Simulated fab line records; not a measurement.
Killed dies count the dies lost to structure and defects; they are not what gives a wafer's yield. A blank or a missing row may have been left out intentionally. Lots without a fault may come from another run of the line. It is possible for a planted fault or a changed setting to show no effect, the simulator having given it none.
Which tool is to blame?    flow nand harc    6 lots, 18 wafers sampled, at 5 steps of a route of 1159

== WHAT THE GAUGES SHOWED, per wafer ==
NHARC_END_SORT_01.
lot   measured      on         killed at array
L828  day 22 03:00  prober-01  36 38

== WHAT TOOL EACH LOT RAN ON (gives the tool, then ch and the chambers of the sampled wafers, and finally the start) ==
lot   NHARC_P_GATE_DEGAS_109        NHARC_P_CONTACT_ETCH_18            NHARC_P_CONTACT_ETCH_31                        NHARC_P_CONTACT_DEGAS_38
L820  pvd sputter-02, day 6 12:04   rie diel-06 ch 1,2,3, day 6 15:37  rie diel-06 ch 0,1,2, day 6 16:43 or earlier   pvd sputter-03, day 6 16:43
L826  pvd sputter-03, day 7 23:53   rie diel-06 ch 1,2,3, day 8 03:37  rie diel-06 ch 0,1,3, day 8 04:44 or earlier   pvd sputter-03, day 8 04:44
L828  pvd sputter-03, day 8 18:28   rie diel-06 ch 0,2, day 8 21:55    rie diel-06 ch 2,3, day 8 23:00 or earlier     pvd sputter-01, day 8 23:00
L830  pvd sputter-03, day 9 03:36   rie diel-07 ch 0,1,2, day 9 07:02  rie diel-07 ch 0,1,3, day 9 08:08 or earlier   pvd sputter-01, day 9 08:08
L832  pvd sputter-02, day 9 16:01   rie diel-01 ch 0,1,3, day 9 19:24  rie diel-01 ch 1,2,3, day 9 20:35 or earlier   pvd sputter-01, day 9 20:35
L838  pvd sputter-03, day 11 01:03  rie diel-07 ch 2,3, day 11 04:31   rie diel-07 ch 0,2,3, day 11 05:37 or earlier  pvd sputter-02, day 11 05:37
- NHARC_P_GATE_DEGAS_109: time 60 s.
- NHARC_P_CONTACT_ETCH_18: etches the open film in C4F8/O2/Ar, target depth 481 nm, time 240.5 s.
- NHARC_P_CONTACT_ETCH_31: etches the open film in CH3F/O2, target depth 30 nm, time 85.7 s.
- NHARC_P_CONTACT_DEGAS_38: time 60 s.

== THE ANSWER, worked out from the rows above alone ==
Rule: usual is defined by the lots themselves. Put in order of their means at a reading, lots are off if they are a third of the lots or fewer, leave a main group of 4 or more, and stand apart from it by a gap of 3 or more times the standard deviation of the main group's means; of several such gaps the widest counts. The tables above print the reading to a certain number of digits; a main group whose means all agree to those digits is not used. Also off: a lot with no number at a reading for which 4 or more lots have one. Where the step has rows for the other lots, those lots are counted as sound.
Across all readings shown, no lot is off: no conclusion can be drawn from this.

== WHAT WAS PUT IN BY THE SIMULATOR ==
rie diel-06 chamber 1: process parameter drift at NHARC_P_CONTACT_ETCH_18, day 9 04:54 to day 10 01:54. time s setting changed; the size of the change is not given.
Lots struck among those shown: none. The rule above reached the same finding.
